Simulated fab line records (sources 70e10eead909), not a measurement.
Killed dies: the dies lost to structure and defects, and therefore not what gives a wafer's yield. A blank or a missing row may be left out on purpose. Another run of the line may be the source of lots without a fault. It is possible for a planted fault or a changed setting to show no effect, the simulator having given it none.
Which tool is to blame?	flow nand harc	14 lots with 42 wafers sampled at 6 steps, on a route of 1159 steps

== WHAT THE GAUGES READ, wafer by wafer ==
NHARC_P_BONDPAD_CD_MEAS_13. Usual: cd nm at 499.9 nm, with a standard deviation of 2.
lot	measured	on	cd nm (nm)	flag
L515	day 6 17:04	cd sem-03	501.9 497.9 497.7	
L518	day 7 03:48	cd sem-03	506.2 503.3 504.4	
L519	day 7 15:44	cd sem-02	502.4 500.4 501.0	
L522	day 8 02:50	cd sem-03	496.4 499.8 503.5	
L521	day 8 03:44	cd sem-01	497.7 501.8 497.2	
L520	day 8 09:07	cd sem-03	500.4 499.3 498.4	
L523	day 8 09:52	cd sem-01	499.7 498.8 502.6	
L524	day 8 12:51	cd sem-02	501.0 498.8 502.0	
L525	day 8 13:44	cd sem-03	498.8 499.0 500.3	
L527	day 9 13:29	cd sem-03	498.4 500.0 497.9	
L526	day 9 17:20	cd sem-02	499.3 498.4 494.1	
L528	day 9 19:12	cd sem-01	499.1 496.3 499.5	
L536	day 11 09:30	cd sem-02	501.1 498.0 498.7	
L538	day 12 06:59	cd sem-01	503.5 502.8 501.7	

NHARC_A_ZERO_WELL_CD_MEAS_10: the cd target is 2000 nm. Usual: cd nm at 2000.3 nm, with a standard deviation of 2.3.
lot	measured	on	cd nm (nm)	flag
L515	day 6 20:55	cd sem-03	2000.6 1998.1 1999.7	
L518	day 7 07:33	cd sem-02	2002.1 2003.5 2001.7	
L519	day 7 19:12	cd sem-01	2002.5 2003.3 2003.3	
L522	day 8 06:26	cd sem-02	2000.6 2002.2 1998.7	
L521	day 8 07:20	cd sem-03	1999.2 2000.6 2000.7	
L520	day 8 12:35	cd sem-01	1997.5 1998.4 1997.2	
L523	day 8 13:26	cd sem-02	1998.9 2001.0 2001.0	
L524	day 8 16:24	cd sem-03	2000.2 1998.3 2002.2	
L525	day 8 17:15	cd sem-01	2000.5 1997.4 1994.7	
L527	day 9 17:02	cd sem-03	2000.2 2000.7 1997.5	
L526	day 9 20:55	cd sem-02	1998.6 2002.0 2001.4	
L528	day 9 22:40	cd sem-02	1996.1 2000.4 2000.7	
L536	day 11 12:57	cd sem-01	2005.1 2002.5 2002.8	
L538	day 12 10:32	cd sem-02	2000.9 2002.4 1999.5	

NHARC_A_ONON_D1_THK_MEAS_21: measures by ellipsometry. Usual: thk nm at 1000 nm, with a standard deviation of 9.6.
lot	measured	on	thk nm (nm)	flag
L515	day 8 06:25	film metro-01	984 983 985	
L518	day 8 20:55	film metro-01	1004 1005 1005	
L519	day 9 04:38	film metro-01	990 992 990	
L522	day 9 17:06	film metro-02	1008 1005 1006	
L521	day 9 16:58	film metro-01	1003 1003 1004	
L520	day 9 23:34	film metro-01	992 991 990	
L523	day 9 23:26	film metro-01	992 992 992	
L524	day 9 23:47	film metro-02	993 992 995	
L525	day 9 23:26	film metro-02	1002 1000 1001	
L527	day 10 23:31	film metro-01	1635 1640 1638	OFF
L526	day 11 06:13	film metro-01	1619 1620 1621	OFF
L528	day 11 06:11	film metro-02	995 996 997	
L536	day 12 22:16	film metro-01	989 989 991	
L538	day 13 18:49	film metro-02	986 988 987	

NHARC_END_SORT_01. Usual: killed at array 26, standard deviation 10; killed at other 0.8, standard deviation 1.1; killed at periphery 3.3, standard deviation 2.6; killed dies 30, standard deviation 11; killed open 3.4, standard deviation 1.8; killed short 2.0, standard deviation 1.3.
lot	measured	on	killed at array	killed at other	killed at periphery	killed dies	killed open	killed short	flag
L527	day 21 18:59	prober-01	676 676 672	0 0 0	1 1 5	677 677 677	6 4 6	0 0 3	OFF
L526	day 22 10:38	prober-01	675 675 675	1 0 0	1 2 2	677 677 677	6 3 3	3 2 3	OFF

== TOOL THAT RAN EACH LOT (tool first, then ch and the chambers of the sampled wafers, then the start) ==
lot	NHARC_P_BONDPAD_PVD_17	NHARC_A_ONON_D1_DEP_19
L515	pvd sputter-01, day 6 20:55 or earlier	pecvd onon-04 ch 0, day 8 05:55
L518	pvd sputter-02, day 7 07:33 or earlier	pecvd onon-04 ch 0, day 8 20:28
L519	pvd sputter-02, day 7 19:12 or earlier	pecvd onon-03 ch 0, day 9 04:11
L522	pvd sputter-03, day 8 06:26 or earlier	pecvd onon-04 ch 0, day 9 16:35
L521	pvd sputter-03, day 8 07:20 or earlier	pecvd onon-02 ch 0, day 9 16:28
L520	pvd sputter-03, day 8 12:35 or earlier	pecvd onon-02 ch 0, day 9 23:04
L523	pvd sputter-02, day 8 13:26 or earlier	pecvd onon-04 ch 0, day 9 22:59
L524	pvd sputter-02, day 8 16:24 or earlier	pecvd onon-03 ch 0, day 9 23:16
L525	pvd sputter-01, day 8 17:15 or earlier	pecvd onon-03 ch 0, day 9 22:55
L527	pvd sputter-01, day 9 17:02 or earlier	pecvd onon-03 ch 0, day 10 23:00
L526	pvd sputter-01, day 9 20:55 or earlier	pecvd onon-03 ch 0, day 11 05:40
L528	pvd sputter-03, day 9 22:40 or earlier	pecvd onon-02 ch 0, day 11 05:44
L536	pvd sputter-03, day 11 12:57 or earlier	pecvd onon-04 ch 0, day 12 21:48
L538	pvd sputter-03, day 12 10:32 or earlier	pecvd onon-04 ch 0, day 13 18:22
- NHARC_P_BONDPAD_PVD_17: deposits TaN, target thk 5 nm, time 8.06 s.
- NHARC_A_ONON_D1_DEP_19: target thk 1000 nm.

== WHAT THE TOOLS THEMSELVES READ (means of the sampled wafers that have a number; where no wafer has one, the mark that the record gives instead) ==
NHARC_P_BONDPAD_PVD_17. Usual: throttle valve pct at 30.6 %, with a standard deviation of 1.1.
lot	tool	throttle valve pct (%)	flag
L515	pvd sputter-01	31.1	
L518	pvd sputter-02	30.4	
L519	pvd sputter-02	29.4	
L522	pvd sputter-03	29.9	
L521	pvd sputter-03	30.9	
L520	pvd sputter-03	30.9	
L523	pvd sputter-02	30.1	
L524	pvd sputter-02	30.5	
L525	pvd sputter-01	30.9	
L527	pvd sputter-01	30.8	
L526	pvd sputter-01	31.4	
L528	pvd sputter-03	30.1	
L536	pvd sputter-03	30.8	
L538	pvd sputter-03	31.2	

NHARC_A_ONON_D1_DEP_19. Usual: n2 flow sccm at 2753 sccm, with a standard deviation of 7.6.
lot	tool	n2 flow sccm (sccm)	flag
L515	pecvd onon-04	2756	
L518	pecvd onon-04	2753	
L519	pecvd onon-03	2751	
L522	pecvd onon-04	2750	
L521	pecvd onon-02	2745	
L520	pecvd onon-02	2759	
L523	pecvd onon-04	2754	
L524	pecvd onon-03	2754	
L525	pecvd onon-03	2752	
L527	pecvd onon-03	2751	
L526	pecvd onon-03	2751	
L528	pecvd onon-02	2757	
L536	pecvd onon-04	2742	
L538	pecvd onon-04	2756	

== THE ANSWER, worked out from the rows above alone ==
Rule: take the mean of a lot's wafers that have a number; if it is more than 3 standard deviations from the usual mean, the lot is off. Also off: a lot with no number at a reading for which 4 or more lots have one. Where the step has rows for the other lots, those lots are counted as sound. The gauges are gone through in route order, then the tools' own readings, and for those a lot's mean is taken as printed above. At the first step where some lot is off, the reading lying furthest off is the one used; lots without a number count as furthest.
Off at NHARC_A_ONON_D1_THK_MEAS_21 (thk nm): L527, L526.
If a tool, at a process step before that reading, ran all the lots that are off and no sound lot after the first of them, it fits. Not tried: the gauges at NHARC_A_ONON_D1_THK_MEAS_21; whatever is off there is also off at NHARC_END_SORT_01, on other tools, and gauge error can't account for it. With no start given for some of its lots, NHARC_P_BONDPAD_PVD_17 uses the hours and lot order of NHARC_A_ZERO_WELL_CD_MEAS_10. 2 tools fit, pvd sputter-01 at NHARC_P_BONDPAD_PVD_17 and pecvd onon-03 at NHARC_A_ONON_D1_DEP_19, so this cannot tell which one it is.

== WHAT THE SIMULATOR HAD PUT IN ==
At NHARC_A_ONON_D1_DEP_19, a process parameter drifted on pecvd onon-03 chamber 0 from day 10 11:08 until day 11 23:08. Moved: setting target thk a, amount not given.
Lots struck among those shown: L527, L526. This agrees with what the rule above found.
